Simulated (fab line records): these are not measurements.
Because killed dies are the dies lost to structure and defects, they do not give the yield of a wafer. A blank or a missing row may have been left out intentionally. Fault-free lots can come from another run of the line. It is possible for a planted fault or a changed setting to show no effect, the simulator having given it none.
fab line records -- flow n5Finfet
[record] lots = 4, wafers = 12, lastDay = 18
route steps=1938 shown PMOS_HMC_CHANNEL_EPI@86 FIN_SAQP@90 BEOL_M4@1111
lots that met no fault: from a run of the same line without faults
startH: hours from the record's first day to the start of the lot's first wafer shown -- waitH: hours since the lot's step before -- " unchanged from the row above -- L1.1+2: a single row standing in for several wafers -- - value missing, or start not given -- * or withheld: withheld -- < > ~ a bound
route shown NAME@n: names a module that has steps shown in the file, with the first one's number in the route -- usual: average and standard deviation across the fault-free wafers -- same: alike in all rows -- chamber/n: place in a boat -- sites: per-site readings -- _std_site: the standard deviation of these -- _edge_site: mean of outer sites minus mean of inner sites -- radiusMm: for every site, how far away it sits from the centre of the wafer -- mask NAME#n: copy n -- behind: the most recent tool/chamber to have shaped the wafer -- hold: what put the lot on hold/how long, in hours/how the hold closed -- device: the transistor (n, p or np) that didn't switch -- end of line: tests of these same wafers at the route's end -- a step without rows: its recipe alone -- killed: not the wafer's yield, but the dies lost to structure and defects at the first sort -- map: a wafer's dies, x killed, . not, _ none there
set.NAME: the run value of the setting; set.NAME@STEP: its run value at that earlier step -- model.NAME: the simulator's own value behind a step, which no gauge read
lots at selected steps of the route; one table per step, one row per wafer
services: from which hour (startH, from the record's first day; less than 0 if before it) a tool's chamber was out of use, for how many hours, and why
[[steps]]
[step N5_PMOS_HMC_CHANNEL_EPI_SRD_25]
[recipe] dry = ipaMarangoni, doPpb = 5, timeS = 30, tempC = 23, rinseLiquid = diw
[step N5_PMOS_HMC_CHANNEL_EPI_EPI_26]
[recipe] material = Si, targetThkA = 38, tempC = 650, precursor = SiH4/H2, pressureTorr = 20, timeS = 22.7
[step N5_FIN_SAQP_PRECLEAN_42]
[recipe] chemistry = O3/DIW, timeS = 60, tempC = 22, o3Ppm = 10
[step N5_FIN_SAQP_PRECLEAN_00]
[recipe] chemistry = SC1, timeS = 60, tempC = 55, mix = 1:2:50
[step N5_FIN_SAQP_PRECLEAN_44]
[recipe] chemistry = SC2, timeS = 45, tempC = 35, mix = 1:1:50
[step N5_FIN_SAQP_SRD_01]
[recipe] dry = ipaMarangoni, timeS = 30, tempC = 23, rinseLiquid = diw
[step N5_FIN_SAQP_ALD_61]
[recipe] material = SiO2, targetThkA = 40, tempC = 300, aldPrecursorFamily = BDEAS, aldCoReactant = O2-plasma, pulseTimeS = 1, purgeTimeS = 2, coReactantPurgeTimeS = 2, aldCycles = 43, pressureTorr = 2
[step N5_FIN_SAQP_DENSIFY_62]
[recipe] tempC = 700, timeS = 60, ambient = N2, idleTempC = 600, rampUpCPerS = 150, rampDownCPerS = 60, coolToC = 600
[step N5_FIN_SAQP_HM_DEP_03]
[recipe] material = SiNx, targetThkA = 380, tempC = 400, precursor = SiH4/NH3/N2, pressureTorr = 1.5, rfW = 300, timeS = 33.6
[step N5_FIN_SAQP_PECVD_47]
[recipe] material = a-Si, targetThkA = 450, tempC = 400, precursor = SiH4/He, pressureTorr = 3, rfW = 100, timeS = 36.3
[usual] heaterPowerW = 929/120, rfFwdPowerW = 98.9/0.45, runLengthS = 72.6/0.48, showerheadPlenumPTorr = 5.67/0.069, throttleValvePct = 18.6/1.9
lot.wafer,tool,chamber,startH,waitH,heaterPowerW,rfFwdPowerW,runLengthS,showerheadPlenumPTorr,throttleValvePct,model.a-Si_of_FIN_SAQP_PECVD_47.thkNm
L690.2,pecvd-02,2,57.55,0.0,1099,98.4,72.1,5.59,19.9,44.8
L690.5,pecvd-02,0,57.55,0.0,955,98.6,72.7,5.57,16.7,45.54
L690.6,pecvd-02,1,57.55,0.0,792,98.5,72.2,5.69,18.4,44.98
L697.2,pecvd-02,1,100.67,0.0,853,98.1,72.8,5.69,18.6,44.23
L697.3,pecvd-02,0,100.67,0.0,1000,99.1,72.7,5.57,16.7,44.27
L697.6,pecvd-02,0,100.67,0.0,1001,98.7,75.5,5.57,16.6,47.91
L699.1,pecvd-02,1,112.91,0.0,821,99.1,75.2,5.70,18.5,47.29
L699.4,pecvd-02,1,112.91,0.0,802,99.1,75.5,5.69,18.5,47.63
L699.6,pecvd-02,0,112.91,0.0,874,98.5,75.3,5.57,16.9,48.02
L704.1,pecvd-03,0,140.97,0.0,908,99.1,73.6,5.62,21.8,44.45
L704.2,pecvd-03,2,140.97,0.0,1015,98.4,71.9,5.76,16.3,43.93
L704.4,pecvd-03,2,140.97,0.0,1048,98.3,72.5,5.76,16.2,45.13
[step N5_FIN_SAQP_PECVD_48]
[recipe] material = SiNx, targetThkA = 250, tempC = 400, precursor = SiH4/NH3/N2, pressureTorr = 1.5, rfW = 300, timeS = 22.1
[step N5_FIN_SAQP_PECVD_06]
[recipe] material = a-Si, targetThkA = 600, tempC = 400, precursor = SiH4/He, pressureTorr = 3, rfW = 100, timeS = 48.1
[step N5_FIN_SAQP_HM_DEP_72]
[recipe] material = SiO2, targetThkA = 120, tempC = 400, precursor = SiH4/N2O, pressureTorr = 0.75, rfW = 275, timeS = 7.2
[step N5_FIN_SAQP_COAT_49]
[recipe] resist = SOC, tempC = 250, timeS = 60, spinRpm = 1500, resistThkNm = 100
[step N5_FIN_SAQP_COAT_50]
[recipe] resist = SiARC, tempC = 220, timeS = 60, spinRpm = 1500, resistThkNm = 35
[step N5_FIN_SAQP_COAT_10]
[recipe] resist = CAR-ArF, spinRpm = 1500, resistThkNm = 90
[step N5_FIN_SAQP_EBR_12]
[recipe] solvent = PGMEA, ebrWidthMm = 1.5
[step N5_FIN_SAQP_SOFTBAKE_11]
[recipe] tempC = 110, timeS = 60, resist = CAR-ArF
[step N5_FIN_SAQP_EXPOSE_13]
[recipe] maskId = FIN_CORE, na = 1.35, sourceShape = dipole, sigmaInner = 0.538, sigmaOuter = 0.738, polarization = te, targetCdNm = 35.6, doseMj = 63.25
[step N5_FIN_SAQP_PEB_14]
[recipe] pebTempC = withheld, pebTimeS = 60, resist = CAR-ArF
[step N5_FIN_SAQP_DEVELOP_15]
[recipe] developTimeS = 30, developer = TMAH, resist = CAR-ArF, devTempC = 23, rinseLiquid = diw, dry = airSpin
[step N5_FIN_SAQP_DESCUM_21]
[recipe] chemistry = O2, timeS = 7.9, sourcePowerW = 50, biasPowerW = 20, pressureMtorr = 20, rfFrequencyHz = 2.712e+07, tempC = 40, resist = CAR-ArF, o2FlowSccm = 225
[step N5_FIN_SAQP_ETCH_51]
[recipe] chemistry = CF4, target = SiARC, targetDepthA = 455, maskMaterial = CAR-ArF, timeS = 75.8, ionEnergyEv = 80, pressureMtorr = 40, sourceW = 545, biasW = 36, Ar_flow_sccm = 100, cf4FlowSccm = 100, ends = cleared
[step N5_FIN_SAQP_ETCH_52]
[recipe] chemistry = N2/H2, target = SOC, targetDepthA = 1000, overetchA = 200, maskMaterial = SiARC, tempC = 40, timeS = 150, ionEnergyEv = 200, pressureMtorr = 30, sourceW = 840, biasW = 150, n2FlowSccm = 200, h2FlowSccm = 200, ends = endPoint
[step N5_FIN_SAQP_STRIP_53]
[recipe] chemistry = N2/H2, tempC = 40, n2FlowSccm = 200, h2FlowSccm = 200, rfFrequencyHz = 6e+07
[step N5_FIN_SAQP_HM_OPEN_73]
[recipe] chemistry = CHF3/O2, target = SiO2, stopOn = a-Si, targetDepthA = 120, overEtchFrac = 1.8, maskMaterial = SOC, timeS = 16.8, pressureMtorr = 30, sourceW = 650, biasW = 170, Ar_flow_sccm = 200, CHF3_flow_sccm = 50, O2_flow_sccm = 5, ionEnergyEv = 200, ends = endPoint
[step N5_FIN_SAQP_STRIP_74]
[recipe] chemistry = CHF3/O2, resist = SiARC, rfFrequencyHz = 6e+07
[step N5_FIN_SAQP_MANDREL_ETCH_22]
[recipe] targetDepthA = 600, chemistry = HBr/Cl2, target = a-Si, stopOn = SiNx, btTimeS = 10, overEtchFrac = 0.5, timeS = 30, pressureMtorr = 10, icpW = 800, biasW = 75, HBr_flow_sccm = 150, Cl2_flow_sccm = 80, ends = endPoint
[step N5_FIN_SAQP_STRIP_55]
[recipe] chemistry = N2/H2, powerW = 500, tempC = 40, pressureMtorr = 50, rfFrequencyHz = 6e+07, overashFraction = 0.3, biasPowerW = 28, h2Frac = 0.5, n2FlowSccm = 300, h2FlowSccm = 300
[step N5_FIN_SAQP_STRIP_23]
[recipe] chemistry = SPM, timeS = 750, tempC = 130, h2so4H2o2VolRatio = 4
[step N5_FIN_SAQP_SRD_66]
[recipe] dry = ipaMarangoni, timeS = 30, tempC = 23, rinseLiquid = diw
[step N5_FIN_SAQP_RECESS_75]
[recipe] chemistry = HF/NH3, target = SiO2, targetDepthA = 144, afsCycles = 3, tempC = 30, sublimationTempC = 180, sublimationTimeS = 60
[step N5_FIN_SAQP_SPACER1_ALD_24]
[recipe] material = SiO2, targetThkA = 203, tempC = 300, aldPrecursorFamily = BDEAS, aldCoReactant = O2-plasma, pulseTimeS = 1, purgeTimeS = 2, coReactantPurgeTimeS = 2, aldCycles = 218, pressureTorr = 2
[step N5_FIN_SAQP_SPACER1_ETCHBACK_25]
[recipe] chemistry = CHF3/O2, mode = anisotropicEtchback, target = SiO2, targetDepthA = 244, timeS = 12.2, pressureMtorr = 30, sourceW = 650, biasW = 170, Ar_flow_sccm = 200, CHF3_flow_sccm = 50, O2_flow_sccm = 5, ionEnergyEv = 200
[step N5_FIN_SAQP_MANDREL1_REMOVE_56]
[recipe] chemistry = HBr/Cl2/O2, btTimeS = 10, target = a-Si, stopOn = SiNx, endpoint = OES-SiCl, overEtchFrac = 1, icpW = 600, biasW = 22, HBr_flow_sccm = 150, Cl2_flow_sccm = 80, O2_flow_sccm = 5, pressureMtorr = 10
[step N5_FIN_SAQP_MANDREL_ETCH_58]
[recipe] chemistry = HBr/Cl2, target = a-Si, targetDepthA = 450, btTimeS = 10, stopOn = SiNx, maskMaterial = SiO2, overEtchFrac = 0.8, timeS = 27, pressureMtorr = 10, icpW = 800, biasW = 75, HBr_flow_sccm = 150, Cl2_flow_sccm = 80, ends = endPoint
[usual] biasW = 75.04/0.23, drypumpMotorCurrentA = 5.9/0.38, heBacksideLeakSccm = 2.7/0.31, oesProductAu = 0.697/0.014, rfFwdPowerW = 794.1/2.7, throttleValvePct = 35.56/0.28
lot.wafer,tool,chamber,startH,waitH,biasW,drypumpMotorCurrentA,heBacksideLeakSccm,oesProductAu,rfFwdPowerW,rfHoursCounterH,throttleValvePct,model.etch.depthNm
L690.2,rieSi-06,1,60.67,0.0,75.04,6.1,2.4,0.696,794.0,157,35.73,44.8
L690.5,rieSi-06,3,60.67,0.0,75.08,5.3,2.3,0.691,792.0,-,35.49,45.54
L690.6,rieSi-06,2,60.67,0.0,75.13,5.8,2.9,0.694,793.1,-,35.55,44.98
L697.2,rieSi-02,3,103.63,0.0,74.92,6.0,2.3,0.694,792.0,5,35.89,44.23
L697.3,rieSi-02,2,103.63,0.0,75.12,5.7,2.6,0.684,795.6,107,35.72,44.27
L697.6,rieSi-02,3,103.63,0.0,75.28,6.0,2.5,0.722,792.8,-,35.82,47.91
L699.1,rieSi-02,3,115.86,0.0,74.98,5.9,2.3,0.714,796.6,6,35.84,47.29
L699.4,rieSi-02,2,115.86,0.0,75.05,5.7,2.5,0.716,796.4,107,35.63,47.63
L699.6,rieSi-02,1,115.86,0.0,75.26,6.0,2.9,0.712,794.5,-,35.65,48.02
L704.1,rieSi-06,0,143.93,0.0,75.05,5.7,2.6,0.713,795.3,114,35.46,44.45
L704.2,rieSi-06,1,143.93,0.0,75.04,6.1,2.6,0.686,789.5,159,35.73,43.93
L704.4,rieSi-06,2,143.93,0.0,74.87,5.8,2.8,0.676,794.0,90,35.52,45.13
[step N5_BEOL_M4_RC_MEAS_101]
[usual] DIBL_N = 36.0/2.2, DIBL_P = 36.2/2.4, IOFF_N = 0.16/0.035, IOFF_P = 0.21/0.037, ION_N = 672/13, ION_P = 461/7, SS_N = 71.4/0.69, SS_P = 73.2/0.75, VT_N = 250/3.4, VT_P = -251/3
lot.wafer,tool,chamber,startH,waitH,DIBL_N[mV/V],DIBL_P[mV/V],IOFF_N[nA/um],IOFF_P[nA/um],ION_N[uA/um],ION_P[uA/um],SS_N[mV/dec],SS_P[mV/dec],VT_N[mV],VT_P[mV]
L690.2,prober-01,0,235.24,0.2,34.4,35.1,0.12,0.18,659,460,70.6,72.7,252,-253
L690.5,prober-01,0,235.24,0.2,33.4,33.9,0.11,0.16,656,456,70.9,71.4,255,-252
L690.6,prober-01,0,235.24,0.2,34.6,34.9,0.13,0.18,675,465,70.5,72.5,251,-252
L697.2,prober-01,0,271.02,0.2,37.4,37.4,0.19,0.24,672,462,71.8,73.5,248,-250
L697.3,prober-01,0,271.02,0.2,37.3,37.3,0.18,0.22,676,462,71.7,73.2,249,-249
L697.6,prober-01,0,271.02,0.2,35.7,35.6,0.15,0.20,665,455,71.8,73.0,250,-251
L699.1,prober-02,0,299.45,0.0,37.9,40.2,0.21,0.28,686,467,71.3,74.3,245,-246
L699.4,prober-02,0,299.45,0.0,34.5,35.1,0.14,0.20,656,456,71.1,73.0,249,-252
L699.6,prober-02,0,299.45,0.0,35.7,37.1,0.16,0.22,665,457,70.9,73.1,249,-248
L704.1,prober-01,0,315.90,0.0,33.5,32.5,0.11,0.14,662,454,70.8,72.1,252,-257
L704.2,prober-01,0,315.90,0.0,39.2,39.1,0.21,0.23,693,468,72.4,73.8,244,-250
L704.4,prober-01,0,315.90,0.0,36.1,35.8,0.15,0.18,680,461,70.4,72.9,246,-253
[[services]]
tool,chamber,startH,hours,kind
rieSi-06,3,101.43,2.5,repair
pecvd-02,2,103.80,5.5,scheduledDown
pecvd-02,-,108.77,0.9,repair
rieSi-06,2,122.13,6.5,repair
pecvd-02,1,133.93,2.1,scheduledDown
pecvd-03,1,140.91,3.5,repair
[[key]]
[firstSign] step = N5_FIN_SAQP_PECVD_47, reading = runLengthS, direction = up, sigmas = 5.9, usual = *, struck = *
effect none on later readings
[modelEffect] step = N5_FIN_SAQP_PECVD_47, value = a-Si_of_FIN_SAQP_PECVD_47.thkNm, without = 44.21, struck = 47.71
[modelEffect] step = N5_FIN_SAQP_MANDREL_ETCH_58, value = etch.depthNm, without = 44.21, struck = 47.71
metAt N5_FIN_SAQP_PECVD_47
struckWafers L697.6,L699.1,L699.4,L699.6
onsetBetween 57.55 100.67
[fault] kind = processParameterDrift, tool = pecvd-02, chamber = -, onsetH = 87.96, steps = N5_FIN_SAQP_PECVD_47, channel = timeS, offset = *, shape = step, endH = 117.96, scope = struckWafersOnly, actsIn = *, stated = *
